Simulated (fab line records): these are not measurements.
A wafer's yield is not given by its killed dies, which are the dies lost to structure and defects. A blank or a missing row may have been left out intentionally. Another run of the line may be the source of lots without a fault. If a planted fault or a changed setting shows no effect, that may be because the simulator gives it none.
Which tool did it? | flow n5_finfet | 24 lots with 72 wafers sampled at 5 steps, on a route of 1938 steps

== WHAT EACH GAUGE READ, for each wafer ==
N5_BEOL_M9_CD_MEAS_11: the cd target is 64.1 nm.
lot  | measured     | on        | cd_nm (nm)
L074 | day 9 20:54  | cd_sem-03 | 64.5 64.0 65.0
L076 | day 9 21:04  | cd_sem-03 | 64.2 63.2 64.4
L075 | day 10 12:04 | cd_sem-02 | 64.6 63.9 64.7
L077 | day 10 12:37 | cd_sem-02 | 63.6 64.3 64.3
L078 | day 11 00:53 | cd_sem-01 | 65.2 64.4 64.6
L079 | day 11 01:12 | cd_sem-03 | 64.5 64.2 64.3
L080 | day 11 21:03 | cd_sem-03 | 64.0 64.5 65.1
L082 | day 11 20:53 | cd_sem-03 | 65.2 65.1 65.6
L083 | day 11 21:13 | cd_sem-03 | 64.8 64.8 64.6
L085 | day 12 02:30 | cd_sem-01 | 63.6 64.6 64.1
L081 | day 12 02:54 | cd_sem-03 | 65.0 64.6 64.7
L084 | day 12 23:11 | cd_sem-02 | 64.0 63.6 64.2
L086 | day 13 15:01 | cd_sem-02 | 63.2 63.4 63.7
L088 | day 13 20:01 | cd_sem-01 | 64.4 65.1 64.9
L089 | day 13 20:20 | cd_sem-02 | 64.7 64.1 64.6
L087 | day 13 20:11 | cd_sem-03 | 64.0 64.2 63.9
L090 | day 14 02:33 | cd_sem-02 | 63.3 63.5 63.5
L091 | day 14 05:20 | cd_sem-01 | 64.4 64.5 64.8
L092 | day 14 22:57 | cd_sem-02 | 64.5 63.4 64.5
L094 | day 14 23:09 | cd_sem-01 | 64.2 63.9 64.6
L093 | day 14 23:19 | cd_sem-03 | 63.5 63.7 64.3
L095 | day 15 07:51 | cd_sem-03 | 65.6 64.9 64.7
L096 | day 15 23:44 | cd_sem-02 | 63.7 64.6 64.3
L097 | day 16 11:54 | cd_sem-01 | 63.8 63.7 63.9

N5_BEOL_M9_OVL_MEAS_12.
lot  | measured     | on         | M9_OVL (nm)
L074 | day 9 20:56  | overlay-02 | -0.3 0.1 -0.1
L076 | day 9 21:06  | overlay-02 | -0.1 0.1 -0.4
L075 | day 10 12:05 | overlay-01 | -0.9 0.2 -1.3
L077 | day 10 12:39 | overlay-02 | 0.0 0.5 0.0
L078 | day 11 00:55 | overlay-01 | 0.4 0.5 0.6
L079 | day 11 01:14 | overlay-02 | 0.4 -0.1 -0.3
L080 | day 11 21:05 | overlay-02 | -0.8 -0.6 0.8
L082 | day 11 20:55 | overlay-01 | -0.1 0.5 0.1
L083 | day 11 21:14 | overlay-01 | -0.8 0.6 0.0
L085 | day 12 02:32 | overlay-02 | -0.3 0.0 -0.1
L081 | day 12 02:56 | overlay-01 | 1.5 1.5 0.8
L084 | day 12 23:13 | overlay-02 | 0.6 2.1 0.1
L086 | day 13 15:03 | overlay-01 | 0.5 -0.4 1.3
L088 | day 13 20:03 | overlay-01 | -0.1 -1.5 -0.4
L089 | day 13 20:22 | overlay-01 | 0.4 1.0 -0.7
L087 | day 13 20:13 | overlay-02 | -0.5 0.4 -0.6
L090 | day 14 02:35 | overlay-02 | 0.7 0.8 0.9
L091 | day 14 05:22 | overlay-02 | 0.0 1.7 0.1
L092 | day 14 22:59 | overlay-02 | -0.6 0.3 -1.1
L094 | day 14 23:11 | overlay-02 | -0.1 0.4 -0.2
L093 | day 14 23:20 | overlay-02 | 0.3 -1.0 -0.1
L095 | day 15 07:53 | overlay-01 | 1.0 0.0 0.2
L096 | day 15 23:46 | overlay-01 | 0.6 0.8 -0.5
L097 | day 16 11:56 | overlay-01 | 0.8 1.4 0.4

== WHAT TOOL EACH LOT RAN ON (gives the tool, then ch and the chambers of the sampled wafers, and finally the start) ==
lot  | N5_BEOL_M8_CURE_75            | N5_BEOL_M8_DEP_56               | N5_BEOL_M9_PECVD_70
L074 | uv_cure-03 ch 2, day 9 16:07  | pecvd-02 ch 1,2, day 9 18:38    | pecvd-01 ch 0,2, day 9 19:24
L076 | uv_cure-01 ch 2, day 9 16:25  | pecvd-02 ch 0,1, day 9 18:52    | pecvd-04 ch 0,1, day 9 19:41
L075 | uv_cure-02 ch 2, day 10 04:40 | pecvd-02 ch 1,2, day 10 07:01   | pecvd-01 ch 0,2, day 10 08:14
L077 | uv_cure-02 ch 1, day 10 06:36 | pecvd-03 ch 0,1, day 10 10:10   | pecvd-03 ch 1,2, day 10 10:55
L078 | uv_cure-02 ch 1, day 10 19:27 | pecvd-01 ch 0,1,2, day 10 21:37 | pecvd-01 ch 0,1,2, day 10 23:05
L079 | uv_cure-02 ch 1, day 10 19:54 | pecvd-03 ch 0,1,2, day 10 22:29 | pecvd-03 ch 0,1,2, day 10 23:15
L080 | uv_cure-03 ch 1, day 11 14:08 | pecvd-01 ch 0,1, day 11 17:41   | pecvd-04 ch 0,1,2, day 11 18:55
L082 | uv_cure-02 ch 1, day 11 14:11 | pecvd-01 ch 0,1,2, day 11 17:58 | pecvd-03 ch 0,1,2, day 11 18:43
L083 | uv_cure-01 ch 2, day 11 15:16 | pecvd-02 ch 0,2, day 11 18:16   | pecvd-01 ch 0,1,2, day 11 19:02
L085 | uv_cure-03 ch 1, day 11 20:31 | pecvd-03 ch 1,2, day 11 22:58   | pecvd-04 ch 0,1,2, day 11 23:44
L081 | uv_cure-02 ch 0, day 11 22:26 | pecvd-02 ch 0,2, day 12 00:16   | pecvd-04 ch 1,2, day 12 01:04
L084 | uv_cure-01 ch 2, day 12 17:40 | pecvd-02 ch 1,2, day 12 20:23   | pecvd-04 ch 0,2, day 12 21:08
L086 | uv_cure-01 ch 0, day 13 11:17 | pecvd-01 ch 1,2, day 13 13:41   | pecvd-01 ch 1,2, day 13 14:26
L088 | uv_cure-02 ch 2, day 13 11:40 | pecvd-01 ch 0,2, day 13 14:00   | pecvd-04 ch 0,1,2, day 13 14:55
L089 | uv_cure-01 ch 0, day 13 11:49 | pecvd-01 ch 0,1,2, day 13 15:19 | pecvd-01 ch 1,2, day 13 16:35
L087 | uv_cure-02 ch 2, day 13 11:58 | pecvd-02 ch 0,1, day 13 15:19   | pecvd-01 ch 1,2, day 13 16:05
L090 | uv_cure-02 ch 0, day 13 20:11 | pecvd-03 ch 0,1, day 13 23:46   | pecvd-01 ch 0,1, day 14 01:00
L091 | uv_cure-02 ch 2, day 13 23:17 | pecvd-02 ch 0,1,2, day 14 02:17 | pecvd-01 ch 1,2, day 14 03:39
L092 | uv_cure-01 ch 2, day 14 16:59 | pecvd-03 ch 1,2, day 14 19:55   | pecvd-03 ch 0,2, day 14 20:40
L094 | uv_cure-02 ch 1, day 14 17:26 | pecvd-02 ch 1,2, day 14 20:07   | pecvd-01 ch 1,2, day 14 20:52
L093 | uv_cure-02 ch 0, day 14 19:14 | pecvd-02 ch 0,1, day 14 21:08   | pecvd-01 ch 0,2, day 14 21:54
L095 | uv_cure-03 ch 1, day 15 02:38 | pecvd-03 ch 0,1,2, day 15 05:07 | pecvd-01 ch 0,1,2, day 15 05:52
L096 | uv_cure-01 ch 0, day 15 19:05 | pecvd-03 ch 0,1,2, day 15 22:25 | pecvd-03 ch 0,1,2, day 15 23:11
L097 | uv_cure-03 ch 1, day 16 05:05 | pecvd-03 ch 0,1,2, day 16 08:43 | pecvd-04 ch 0,2, day 16 09:28
- N5_BEOL_M8_CURE_75: cures SiCOH lowk, time 120 s.
- N5_BEOL_M8_DEP_56: deposits SiCN from 3MS/NH3, target thk 10 nm, time 17.5 s.
- N5_BEOL_M9_PECVD_70: deposits SiO2 from TEOS/O2, target thk 20 nm, time 22.7 s.

== WHAT THE TOOLS THEMSELVES READ (means of the sampled wafers that have a number; where no wafer has one, the mark that the record gives instead) ==
N5_BEOL_M8_CURE_75.
lot  | tool       | lamp_power_pct (%) | wafer_temp_C_max
L074 | uv_cure-03 | 52.33              | 371.6
L076 | uv_cure-01 | 52.36              | 371.5
L075 | uv_cure-02 | 52.30              | 372.2
L077 | uv_cure-02 | 52.30              | 371.3
L078 | uv_cure-02 | 52.33              | 371.3
L079 | uv_cure-02 | 52.36              | 371.2
L080 | uv_cure-03 | 52.28              | 371.5
L082 | uv_cure-02 | 52.33              | 371.5
L083 | uv_cure-01 | 52.33              | 372.2
L085 | uv_cure-03 | 52.35              | 371.8
L081 | uv_cure-02 | 52.35              | 372.3
L084 | uv_cure-01 | 52.32              | 372.0
L086 | uv_cure-01 | 52.32              | 372.7
L088 | uv_cure-02 | 52.39              | 371.9
L089 | uv_cure-01 | 52.30              | 372.6
L087 | uv_cure-02 | 52.31              | 372.2
L090 | uv_cure-02 | 52.28              | 372.1
L091 | uv_cure-02 | 52.27              | 371.4
L092 | uv_cure-01 | 52.32              | 371.5
L094 | uv_cure-02 | 52.35              | 371.5
L093 | uv_cure-02 | 52.30              | 372.0
L095 | uv_cure-03 | 52.37              | 371.8
L096 | uv_cure-01 | 52.35              | 372.2
L097 | uv_cure-03 | 52.30              | 371.7

N5_BEOL_M8_DEP_56.
lot  | tool     | showerhead_plenum_p_Torr (Torr) | throttle_valve_pct (%)
L074 | pecvd-02 | 3.669                           | 9.6
L076 | pecvd-02 | 3.664                           | 9.7
L075 | pecvd-02 | 3.662                           | 9.7
L077 | pecvd-03 | 3.655                           | 8.7
L078 | pecvd-01 | 3.669                           | 9.2
L079 | pecvd-03 | 3.659                           | 8.7
L080 | pecvd-01 | 3.676                           | 9.1
L082 | pecvd-01 | 3.665                           | 9.2
L083 | pecvd-02 | 3.669                           | 9.5
L085 | pecvd-03 | 3.662                           | 8.3
L081 | pecvd-02 | 3.672                           | 9.5
L084 | pecvd-02 | 3.661                           | 9.6
L086 | pecvd-01 | 3.665                           | 9.0
L088 | pecvd-01 | 3.654                           | 8.5
L089 | pecvd-01 | 3.673                           | 9.1
L087 | pecvd-02 | 3.661                           | 9.5
L090 | pecvd-03 | 3.654                           | 8.8
L091 | pecvd-02 | 3.664                           | 9.8
L092 | pecvd-03 | 3.665                           | 8.7
L094 | pecvd-02 | 3.664                           | 9.5
L093 | pecvd-02 | 3.664                           | 9.6
L095 | pecvd-03 | 3.659                           | 8.9
L096 | pecvd-03 | 3.661                           | 8.9
L097 | pecvd-03 | 3.658                           | 8.8

N5_BEOL_M9_PECVD_70.
lot  | tool     | heater_power_w (W) | showerhead_plenum_p_Torr (Torr) | throttle_valve_pct (%)
L074 | pecvd-01 | 858                | 8.74                            | 20.9
L076 | pecvd-04 | 701                | 8.85                            | 22.4
L075 | pecvd-01 | 926                | 8.78                            | 21.1
L077 | pecvd-03 | 696                | 8.76                            | 21.1
L078 | pecvd-01 | 833                | 8.80                            | 22.6
L079 | pecvd-03 | 726                | 8.76                            | 21.4
L080 | pecvd-04 | 621                | 8.79                            | 22.5
L082 | pecvd-03 | 769                | 8.76                            | 21.7
L083 | pecvd-01 | 803                | 8.80                            | 22.6
L085 | pecvd-04 | 704                | 8.79                            | 22.5
L081 | pecvd-04 | 635                | 8.73                            | 22.6
L084 | pecvd-04 | 586                | 8.80                            | 21.1
L086 | pecvd-01 | 720                | 8.83                            | 24.0
L088 | pecvd-04 | 685                | 8.79                            | 22.6
L089 | pecvd-01 | 817                | 8.78                            | 22.6
L087 | pecvd-01 | 730                | 8.81                            | 24.0
L090 | pecvd-01 | 838                | 8.83                            | 22.8
L091 | pecvd-01 | 716                | 8.82                            | 24.1
L092 | pecvd-03 | 623                | 8.78                            | 21.9
L094 | pecvd-01 | 777                | 8.77                            | 22.6
L093 | pecvd-01 | 825                | 8.74                            | 21.1
L095 | pecvd-01 | 841                | 8.81                            | 22.7
L096 | pecvd-03 | 735                | 8.77                            | 21.7
L097 | pecvd-04 | 566                | 8.79                            | 21.2

== THE ANSWER, worked out from the rows above alone ==
Rule: what is usual is taken from the lots themselves. Put in order of their means at a reading, lots are off if they are a third of the lots or fewer, leave a main group of 4 or more, and stand apart from it by a gap of 3 or more times the standard deviation of the main group's means; of several such gaps the widest counts. A main group is skipped when, at the precision printed for the reading in the tables above, its means are all equal. A lot without any number at a reading at which 4 lots or more have one is off too. All remaining lots with rows at the step are treated as sound. First the gauges in route order, then the tools' own readings, where a lot's mean is used as printed above. The first step at which some lot is off is used, and at that step the reading that is off furthest; a lot without a number counts as furthest.
Across all readings shown, no lot is off: no conclusion can be drawn from this.

== WHAT THE SIMULATOR PUT IN ==
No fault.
